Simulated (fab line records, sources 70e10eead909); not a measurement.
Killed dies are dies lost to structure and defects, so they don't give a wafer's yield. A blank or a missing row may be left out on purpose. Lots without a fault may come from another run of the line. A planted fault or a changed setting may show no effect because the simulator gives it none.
fab line records | flow nand_harc
record lots=6 wafers=18 last_day=23
route steps=1159 shown P_GATE@140 P_M1@315
lots that met no fault: from a run of the same line without faults
start_h: hours from the record's first day to the start of the lot's first wafer shown | wait_h: hours since the lot's step before | " the same as in the row above | L1.1+2: a row that stands for several wafers | - no value, or no start given | * or withheld: withheld | < > ~ a bound
route shown NAME@n: a module of which the file shows steps, and the number in the route of the first | usual: mean/standard deviation of fault-free wafers | same: alike in all rows | chamber/n: place in a boat | sites: the reading at each site | _std_site: their standard deviation | _edge_site: outer sites' mean less inner sites' | radius_mm: how far each site lies from the wafer's centre | mask NAME#n: copy n | behind: the tool/chamber that last shaped the wafer | hold: why the lot was held/for how many hours/how that ended | device: the transistor (n, p or np) that didn't switch | end of line: the same wafers' tests at the end of the route | a step without rows: its recipe alone | killed: dies lost to structure and defects at the first sort, not the wafer's yield | map: a wafer's dies, x killed, . not, _ none there
set.NAME: the setting as run; set.NAME@STEP: as run at that earlier step | model.NAME: the simulator's own value behind a step, which no gauge read
lots at some steps of the route; a table a step, a row a wafer
services: from which hour (start_h, from the record's first day; less than 0 if before it) a tool's chamber was out of use, for how many hours, and why
## steps
# step NHARC_P_GATE_DEVELOP_25
# recipe develop_time_s=35 dev_temp_c=23
# step NHARC_P_GATE_CD_MEAS_26
# recipe target_cd_nm=120 landing_energy_ev=500
# usual cd_nm=120.2/0.63
# columns lot.wafer tool chamber start_h wait_h cd_nm
L529.1 cd_sem-03 0 111.04 - 120.3
L529.5 " 0 " " 120.1
L529.6 " 0 " " 120.6
L531.2 cd_sem-02 0 117.92 - 120.8
L531.5 " 0 " " 121.4
L531.6 " 0 " " 121.0
L542.1 cd_sem-03 0 187.80 - 119.6
L542.2 " 0 " " 120.3
L542.4 " 0 " " 121.0
L543.2 cd_sem-01 0 192.14 - 118.7
L543.5 " 0 " " 120.3
L543.6 " 0 " " 120.2
L544.1 cd_sem-01 0 198.87 - 119.6
L544.2 " 0 " " 120.4
L544.3 " 0 " " 119.7
L545.1 cd_sem-03 0 208.13 - 121.2
L545.2 " 0 " " 120.4
L545.5 " 0 " " 120.2
# step NHARC_P_GATE_OVL_MEAS_27
# usual overlay_x_nm=0.3/0.79 overlay_y_nm=0.1/0.57
# columns lot.wafer tool chamber start_h wait_h overlay_x_nm overlay_y_nm
L529.1 overlay-02 - 111.13 - -0.3 -0.8
L529.5 " - " " 0.2 -0.4
L529.6 " - " " 0.0 -0.1
L531.2 overlay-01 - 118.01 - -0.6 -0.1
L531.5 " - " " 0.0 -0.3
L531.6 " - " " 0.2 0.0
L542.1 overlay-01 - 187.89 - 0.8 0.5
L542.2 " - " " 0.9 0.5
L542.4 " - " " 1.1 0.8
L543.2 overlay-01 - 192.22 - 0.8 -0.3
L543.5 " - " " 1.1 -0.4
L543.6 " - " " 1.2 -0.6
L544.1 overlay-02 - 198.96 - 1.0 0.7
L544.2 " - " " 1.4 0.5
L544.3 " - " " 1.4 0.0
L545.1 overlay-02 - 208.22 - 0.7 -0.3
L545.2 " - " " 1.0 -0.4
L545.5 " - " " 0.7 -0.1
# step NHARC_P_GATE_INSPECT_28
# usual raw_defect_count=6/3.1
# columns lot.wafer tool chamber start_h wait_h raw_defect_count
L529.1 defect_inspect-02 - 111.18 0.1 2
L529.5 " - " " 2
L529.6 " - " " 5
L531.2 defect_inspect-01 - 118.05 0.0 1
L531.5 " - " " 5
L531.6 " - " " 8
L542.1 defect_inspect-02 - 187.93 0.0 7
L542.2 " - " " 6
L542.4 " - " " 13
L543.2 defect_inspect-02 - 192.26 0.0 5
L543.5 " - " " 7
L543.6 " - " " 2
L544.1 defect_inspect-02 - 198.99 0.0 13
L544.2 " - " " 10
L544.3 " - " " 7
L545.1 defect_inspect-01 - 208.26 0.0 15
L545.2 " - " " 6
L545.5 " - " " 3
# step NHARC_P_GATE_DESCUM_31
# recipe time_s=3 o2_flow_sccm=200 ar_flow_sccm=0 bias_power_w=0 chemistry=O2
# step NHARC_P_GATE_ETCH_104
# recipe target_depth_a=600 time_s=withheld cf4_flow_sccm=100 chf3_flow_sccm=30 ar_flow_sccm=0 rf_w=500 bias_w=200 chemistry=CF4/CHF3
# usual bias_w=200.1/0.66 drypump_motor_current_A=5.87/0.24 oes_product_au=0.943/0.02 rf_fwd_power_W=493.2/2.5 rf_vpp_V=370.2/2.5 showerhead_plenum_p_Torr=1.56/0.07 throttle_valve_pct=16.803/0.0097
# columns lot.wafer tool chamber start_h wait_h bias_w drypump_motor_current_A oes_product_au rf_fwd_power_W rf_vpp_V showerhead_plenum_p_Torr throttle_valve_pct
L529.1 rie_diel-07 3 111.34 0.1 198.8 5.72 0.913 490.1 367.5 1.51 16.801
L529.5 " 0 " " 200.9 5.94 0.922 491.7 371.8 1.61 16.788
L529.6 " 1 " " 200.2 5.64 0.915 492.3 376.1 1.69 16.799
L531.2 rie_diel-01 1 118.27 0.1 199.4 5.86 0.960 486.0 368.4 1.54 16.812
L531.5 " 0 " " 200.1 6.05 0.933 494.5 374.1 1.63 16.773
L531.6 " 1 " " 200.4 5.84 0.948 487.1 369.3 1.54 16.813
L542.1 rie_diel-07 3 188.12 0.1 201.5 5.72 0.960 489.5 368.6 1.51 16.816
L542.4 " 0 " " 201.2 6.01 0.944 493.1 372.8 1.61 16.805
L542.2 " 1 " " 199.6 5.68 0.933 495.0 374.2 1.69 16.802
L543.2 rie_diel-01 1 192.42 0.1 200.0 5.81 0.953 487.6 369.7 1.54 16.803
L543.5 " 2 " " 201.9 6.20 0.954 492.0 368.6 1.52 16.817
L543.6 " 3 " " 200.9 5.22 0.963 493.1 366.7 1.48 16.805
L544.2 rie_diel-07 2 199.14 0.1 200.0 5.94 0.965 496.5 368.7 1.51 16.812
L544.1 " 0 " " 200.0 5.98 0.948 495.9 371.1 1.60 16.794
L544.3 " 1 " " 199.9 5.63 0.920 495.1 374.3 1.69 16.804
L545.2 rie_diel-03 2 208.47 0.1 199.4 6.31 0.950 491.3 367.3 1.48 16.800
L545.1 " 3 " " 199.2 6.16 0.950 489.0 371.8 1.57 16.808
L545.5 " 1 " " 200.0 6.06 0.943 495.0 367.0 1.47 16.812
# step NHARC_P_GATE_HM_OPEN_105
# recipe target_depth_a=3600 o2_flow_sccm=400 cos_flow_sccm=20 ar_flow_sccm=0 rf_w=500 bias_w=300 chemistry=O2/COS
# step NHARC_P_GATE_STRIP_106
# recipe o2_flow_sccm=400 cos_flow_sccm=20 ar_flow_sccm=0 bias_w=0 chemistry=O2/COS
# step NHARC_P_GATE_ETCH_114
# recipe target_depth_a=300 overetch_a=30 time_s=16.5 ion_energy_ev=100 cf4_flow_sccm=80 o2_flow_sccm=20 ar_flow_sccm=0 rf_w=300 bias_w=100 chemistry=CF4/O2
# usual bias_w=100.0/0.31 drypump_motor_current_A=5.87/0.24 oes_product_au=0.996/0.01 rf_fwd_power_W=294.6/1.8 rf_vpp_V=197.6/1.5 showerhead_plenum_p_Torr=1.32/0.061 throttle_valve_pct=13.398/0.0087
# columns lot.wafer tool chamber start_h wait_h bias_w drypump_motor_current_A oes_product_au rf_fwd_power_W rf_hours_counter_h rf_vpp_V showerhead_plenum_p_Torr throttle_valve_pct
L529.1 rie_diel-07 3 - - 100.1 5.72 0.991 292.2 12 196.0 1.28 13.383
L529.5 " 1 " " 99.7 5.68 0.992 295.8 - 197.6 1.44 13.403
L529.6 " 2 " " 99.9 5.95 0.998 295.4 - 195.8 1.28 13.395
L531.2 rie_diel-01 2 - - 100.3 6.17 1.008 293.8 55 197.0 1.29 13.406
L531.6 " 2 " " 100.3 6.19 1.010 292.3 - 197.1 1.29 13.414
L531.5 " 3 " " 100.2 5.23 0.992 294.5 - 196.9 1.26 13.394
L542.4 rie_diel-07 1 - - 100.3 5.65 0.982 295.3 19 200.5 1.43 13.396
L542.2 " 3 " " 100.2 5.72 0.989 291.8 22 196.5 1.28 13.405
L542.1 " 0 " " 100.1 5.86 1.000 296.2 21 197.7 1.36 13.396
L543.2 rie_diel-01 2 - - 100.1 6.18 1.005 292.4 17 197.3 1.29 13.400
L543.5 " 0 " " 100.3 6.07 0.986 294.1 - 198.3 1.38 13.390
L543.6 " 1 " " 99.7 5.83 1.008 292.9 - 197.7 1.30 13.412
L544.1 rie_diel-07 2 - - 99.9 5.96 1.009 295.7 23 196.4 1.28 13.406
L544.3 " 0 " " 99.9 5.98 1.000 295.6 24 199.7 1.36 13.410
L544.2 " 1 " " 100.0 5.65 0.982 294.8 21 199.2 1.43 13.412
L545.2 rie_diel-03 0 - - 100.0 5.85 0.975 294.1 58 198.1 1.33 13.391
L545.1 " 2 " " 100.4 6.31 1.009 290.6 53 194.3 1.25 13.385
L545.5 " 3 " " 99.8 6.16 0.997 291.8 - 198.2 1.33 13.387
# step NHARC_P_GATE_ETCH_32
# recipe target_depth_a=1500 over_etch_frac=1 over_etch_ion_energy_ev=40 time_s=100.1 hbr_flow_sccm=150 cl2_flow_sccm=50 rf_w=400 icp_w=400 bias_w=100 chemistry=HBr/Cl2
# step NHARC_P_GATE_STRIP_108
# recipe o2_flow_sccm=500 ar_flow_sccm=0 bias_w=0 chemistry=O2
# step NHARC_P_GATE_CD_MEAS_33
# usual cd_nm=119.7/2.7
# columns lot.wafer tool chamber start_h wait_h cd_nm
L529.1 cd_sem-01 - 112.12 - 120.8
L529.5 " - " " 116.1
L529.6 " - " " 121.6
L531.2 cd_sem-02 - 119.27 - 118.4
L531.5 " - " " 123.2
L531.6 " - " " 117.7
L542.1 cd_sem-03 - 188.97 - 119.0
L542.2 " - " " 119.8
L542.4 " - " " 122.5
L543.2 cd_sem-02 - 193.18 - 118.5
L543.5 " - " " 120.9
L543.6 " - " " 121.9
L544.1 cd_sem-02 - 199.88 0.1 120.6
L544.2 " - " " 120.0
L544.3 " - " " 123.4
L545.1 cd_sem-02 - 209.17 - 121.9
L545.2 " - " " 120.4
L545.5 " - " " 127.7
# step NHARC_P_GATE_STRIP_35
# recipe time_s=600 temp_c=130 chemistry=SPM
# usual bath_guard_temp_C=129.9/0.45 bath_heat_duty_pct=15.1/1.6
# columns lot.wafer tool chamber start_h wait_h bath_guard_temp_C bath_heat_duty_pct
L529.1 wet_bench-05 2 112.20 0.1 129.8 17.9
L529.5 " 4 " " 129.1 17.3
L529.6 " 6 " " 129.5 14.5
L531.2 wet_bench-07 5 119.35 0.1 130.2 15.1
L531.6 " 0 " " 130.1 13.6
L531.5 " 1 " " 129.6 12.1
L542.1 wet_bench-05 1 189.07 0.1 - -
L542.4 " 2 " " - -
L542.2 " 3 " " - -
L543.5 wet_bench-07 3 193.26 0.1 - -
L543.6 " 5 " " - -
L543.2 " 7 " " - -
L544.1 wet_bench-06 0 199.97 0.1 129.5 15.6
L544.3 " 1 " " 129.6 15.0
L544.2 " 4 " " 130.6 16.4
L545.2 wet_bench-05 5 209.25 0.1 130.2 15.7
L545.5 " 7 " " 129.1 13.9
L545.1 " 1 " " 130.0 13.5
# step NHARC_P_GATE_PRECLEAN_73
# recipe time_s=* temp_c=50 bath_age_min=0 chemistry=SC1
# step NHARC_P_GATE_SRD_74
# step NHARC_P_GATE_ALD_36
# recipe target_thk_a=200 pulse_time_s=60 ald_cycles=223 temp_c=400 material=SiNx
# step NHARC_P_GATE_ETCHBACK_37
# recipe target_depth_a=345 time_s=17.2 chf3_flow_sccm=50 o2_flow_sccm=10 ar_flow_sccm=200 rf_w=500 bias_w=200 chemistry=CHF3/O2
# step NHARC_P_GATE_STRIP_101
# recipe time_s=20 o2_flow_sccm=500 ar_flow_sccm=0 bias_w=0 chemistry=O2
# usual chamber_pressure_mTorr=60.00/0.058 drypump_motor_current_A=5.86/0.27 oes_product_au=0.996/0.0093 rf_vpp_V=57.7/0.88 showerhead_plenum_p_Torr=3.50/0.16 throttle_valve_pct=17.037/0.0094
# same bias_w=0
# columns lot.wafer tool chamber start_h wait_h chamber_pressure_mTorr drypump_motor_current_A oes_product_au rf_hours_counter_h rf_vpp_V showerhead_plenum_p_Torr throttle_valve_pct
L529.1 rie_diel-03 3 122.06 0.1 59.99 6.17 1.006 28 57.6 3.54 17.041
L529.5 " 2 " " 59.97 6.32 0.994 - 57.5 3.32 17.046
L529.6 " 3 " " 60.04 6.18 0.996 - 58.4 3.54 17.034
L531.2 rie_diel-01 3 129.40 0.1 60.10 5.26 0.998 52 56.6 3.33 17.036
L531.6 " 2 " " 60.03 6.20 1.014 - 57.4 3.41 17.048
L531.5 " 3 " " 60.01 5.25 0.992 - 59.4 3.33 17.048
L542.2 rie_diel-07 1 199.11 0.1 59.97 5.70 0.984 21 57.7 3.78 17.038
L542.1 " 2 " " 59.86 5.95 1.006 23 57.3 3.38 17.037
L542.4 " 3 " " 60.07 5.69 0.996 24 56.3 3.38 17.021
L543.2 rie_diel-03 0 203.32 0.1 60.04 5.85 0.982 56 57.9 3.52 17.023
L543.6 " 2 " " 60.04 6.28 0.995 - 56.4 3.31 17.021
L543.5 " 3 " " 60.11 6.16 0.993 - 59.0 3.52 17.046
L544.1 rie_diel-07 3 212.12 0.1 59.96 5.73 1.000 27 57.2 3.38 17.024
L544.2 " 1 " " 59.99 5.66 0.996 24 59.5 3.77 17.045
L544.3 " 2 " " 59.95 5.95 1.003 26 56.4 3.38 17.049
L545.2 rie_diel-01 3 219.14 0.1 60.02 5.24 1.009 30 58.8 3.31 17.038
L545.1 " 0 " " 59.97 6.07 0.984 27 57.0 3.63 17.039
L545.5 " 0 " " 59.93 6.07 0.984 - 58.7 3.63 17.020
# step NHARC_P_GATE_PRECLEAN_97
# recipe time_s=600 temp_c=120 chemistry=SPM
# step NHARC_P_GATE_SRD_98
# step NHARC_P_GATE_PRECLEAN_99
# recipe time_s=* temp_c=50 bath_age_min=0 chemistry=SC1
# step NHARC_P_GATE_SRD_100
# step NHARC_P_GATE_DEHYDRATE_38
# recipe temp_c=150 time_s=120
# step NHARC_P_GATE_HMDS_39
# recipe time_s=30
# step NHARC_P_GATE_COAT_40
# recipe spin_rpm=3000
# step NHARC_P_GATE_SOFTBAKE_41
# recipe temp_c=122 time_s=95
# step NHARC_P_GATE_EBR_42
# step NHARC_P_GATE_EXPOSE_43
# recipe na=0.6 target_cd_nm=720 dose_mj=14.81 mask_id=P_NSD
# step NHARC_P_GATE_PEB_44
# recipe peb_temp_c=118 peb_time_s=85
# step NHARC_P_GATE_DEVELOP_45
# recipe time_s=70
# step NHARC_P_GATE_CD_MEAS_46
# recipe target_cd_nm=720 landing_energy_ev=500
# usual cd_nm=720.2/1.6
# columns lot.wafer tool chamber start_h wait_h cd_nm
L529.1 cd_sem-03 0 122.97 - 720.3
L529.5 " 0 " " 721.1
L529.6 " 0 " " 721.3
L531.2 cd_sem-03 0 130.32 - 721.6
L531.5 " 0 " " 721.0
L531.6 " 0 " " 719.8
L542.1 cd_sem-01 0 200.02 - 722.5
L542.2 " 0 " " 718.9
L542.4 " 0 " " 721.0
L543.2 cd_sem-03 0 204.25 - 718.5
L543.5 " 0 " " 718.0
L543.6 " 0 " " 720.4
L544.1 cd_sem-02 0 213.04 - 721.7
L544.2 " 0 " " 719.6
L544.3 " 0 " " 721.4
L545.1 cd_sem-01 0 220.08 - 719.8
L545.2 " 0 " " 721.1
L545.5 " 0 " " 719.5
# step NHARC_P_GATE_HARDBAKE_47
# recipe temp_c=125 time_s=80
# step NHARC_P_GATE_DESCUM_48
# recipe time_s=3 o2_flow_sccm=200 ar_flow_sccm=0 bias_power_w=0 chemistry=O2
# usual drypump_motor_current_A=5.94/0.26 oes_product_au=0.997/0.01 rf_vpp_V=57.7/0.95 showerhead_plenum_p_Torr=1.88/0.082 throttle_valve_pct=11.311/0.0089
# columns lot.wafer tool chamber start_h wait_h drypump_motor_current_A oes_product_au rf_hours_counter_h rf_vpp_V showerhead_plenum_p_Torr throttle_valve_pct
L529.1 rie_diel-03 0 123.13 - 5.84 0.995 30 57.9 1.92 11.321
L529.6 " 0 " " 5.85 0.988 - 57.9 1.92 11.319
L529.5 " 1 " " 6.09 1.013 - 55.9 1.78 11.317
L531.2 rie_diel-01 1 130.48 - 5.87 1.014 49 57.9 1.87 11.310
L531.6 " 1 " " 5.84 1.003 - 57.4 1.87 11.301
L531.5 " 2 " " 6.19 1.005 - 57.6 1.85 11.293
L542.2 rie_diel-03 3 200.18 - 6.17 0.994 56 57.4 1.91 11.321
L542.1 " 1 " " 6.06 0.995 47 56.5 1.78 11.310
L542.4 " 3 " " 6.17 0.999 - 56.8 1.91 11.309
L543.2 rie_diel-07 1 204.40 - 5.65 0.981 22 59.1 2.06 11.309
L543.5 " 1 " " 5.67 0.979 - 57.6 2.06 11.321
L543.6 " 2 " " 5.94 1.000 - 58.2 1.83 11.315
L544.3 rie_diel-03 3 213.20 - 6.16 1.003 60 58.3 1.91 11.311
L544.2 " 0 " " 5.83 0.983 61 57.6 1.91 11.311
L544.1 " 1 " " 6.07 0.999 50 56.5 1.77 11.318
L545.1 rie_diel-07 2 220.24 - 5.93 1.008 27 58.3 1.83 11.310
L545.2 " 1 " " 5.67 0.986 26 58.8 2.06 11.317
L545.5 " 2 " " 5.92 1.016 - 57.6 1.82 11.302
# step NHARC_P_GATE_IMPLANT_49
# recipe energy_kev=30 dose_cm2=3e+15 tilt_deg=7
# step NHARC_P_GATE_STRIP_111
# recipe power_w=1500 temp_c=110 time_s=250 chemistry=N2/H2
# step NHARC_P_GATE_STRIP_75
# recipe power_w=1500 temp_c=250 chemistry=O2
# usual drypump_motor_current_A=5.66/0.27 heater_power_w=348/29 rf_refl_power_W=21/3.6
# columns lot.wafer tool chamber start_h wait_h drypump_motor_current_A heater_power_w rf_hours_counter_h rf_refl_power_W
L529.1 plasma_asher-02 1 123.81 0.2 5.88 385 37 23
L529.6 " 0 " " 5.33 362 - 21
L529.5 " 1 " " 5.87 384 - 23
L531.2 plasma_asher-02 1 131.15 0.2 5.87 382 40 23
L531.6 " 1 " " 5.88 388 - 22
L531.5 " 0 " " 5.29 355 - 21
L542.2 plasma_asher-02 1 200.88 0.3 5.83 402 2 23
L542.1 " 0 " " 5.31 345 2 20
L542.4 " 0 " " 5.31 334 - 20
L543.2 plasma_asher-02 1 205.07 0.3 5.89 400 4 23
L543.5 " 1 " " 5.89 398 - 24
L543.6 " 0 " " 5.31 339 - 21
L544.1 plasma_asher-01 1 213.87 0.2 5.45 361 44 24
L544.2 " 0 " " 5.94 307 44 16
L544.3 " 0 " " 5.94 312 - 16
L545.2 plasma_asher-01 1 221.01 0.2 5.43 363 46 24
L545.1 " 0 " " 5.93 311 46 16
L545.5 " 1 " " 5.44 371 - 25
# step NHARC_P_GATE_STRIP_50
# recipe time_s=900 temp_c=130 chemistry=SPM
# step NHARC_P_GATE_DEHYDRATE_51
# recipe temp_c=150 time_s=120
# step NHARC_P_GATE_HMDS_52
# recipe time_s=30
# step NHARC_P_GATE_COAT_53
# recipe spin_rpm=3000
# step NHARC_P_GATE_SOFTBAKE_54
# recipe temp_c=122 time_s=95
# step NHARC_P_GATE_EBR_55
# step NHARC_P_M1_INSPECT_27
# usual raw_defect_count=294/150
# columns lot.wafer tool chamber start_h wait_h hold raw_defect_count
L529.1 defect_inspect-02 - 146.91 0.0 - 262
L529.5 " - " " - 661
L529.6 " - " " - 247
L531.2 defect_inspect-02 - 149.00 0.0 - 169
L531.5 " - " " - 167
L531.6 " - " " - 162
L542.1 defect_inspect-02 - 225.36 0.0 await_dispo/0.2h/release 633
L542.2 " - " " await_dispo/0.2h/release 886
L542.4 " - " " await_dispo/0.2h/release 700
L542.1 defect_inspect-02 - 225.54 0.2 - 615
L542.2 " - " " - 875
L542.4 " - " " - 712
L543.2 defect_inspect-01 - 230.66 0.0 - 150
L543.5 " - " " - 163
L543.6 " - " " - 199
L544.1 defect_inspect-01 - 232.90 0.0 - 390
L544.2 " - " " - 215
L544.3 " - " " - 437
L545.1 defect_inspect-02 - 240.86 0.0 - 269
L545.2 " - " " - 348
L545.5 " - " " - 551
## services
# columns tool chamber start_h hours kind
wet_bench-07 - 96.00 8.0 pm
plasma_asher-01 - 99.00 9.0 pm
plasma_asher-02 - 102.70 3.0 repair
rie_diel-07 0 109.22 - clean
rie_diel-07 1 109.22 - clean
rie_diel-07 2 109.22 - clean
rie_diel-07 3 109.22 - clean
rie_diel-07 2 113.00 2.9 repair
wet_bench-06 - 129.60 8.0 pm
rie_diel-07 0 133.72 - clean
rie_diel-07 1 133.72 - clean
rie_diel-07 2 133.72 - clean
rie_diel-07 3 133.72 - clean
rie_diel-01 - 137.85 9.0 pm
plasma_asher-02 - 138.23 22.2 repair
plasma_asher-01 - 147.85 1.6 repair
rie_diel-07 0 158.22 - clean
rie_diel-07 1 158.22 - clean
rie_diel-07 2 158.22 - clean
plasma_asher-02 - 183.12 9.0 pm
rie_diel-07 3 195.50 2.0 repair
wet_bench-05 - 196.82 8.0 pm
rie_diel-01 0 202.67 1.4 repair
rie_diel-03 - 215.30 9.0 pm
## key
first_sign step=NHARC_P_GATE_STRIP_35 reading=tool_record direction=missing
effect none on later readings
met_at NHARC_P_GATE_STRIP_35
struck_wafers L542.1,L542.2,L542.4,L543.2,L543.5,L543.6
tester_left_out L542,L543
onset_between 119.35 189.07
fault kind=skipped_step_whole tool=wet_bench-05,wet_bench-07 chamber=- onset_h=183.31 steps=NHARC_P_GATE_STRIP_35 scope=struck_lots_only
# tester_left_out: of these lots the tester's yield and bins aren't shown, on N5 and GAA mostly nor the transistor test; their killed dies are dies lost to structure and defects alone, not to doping, threshold or leakage, so they don't give the yield
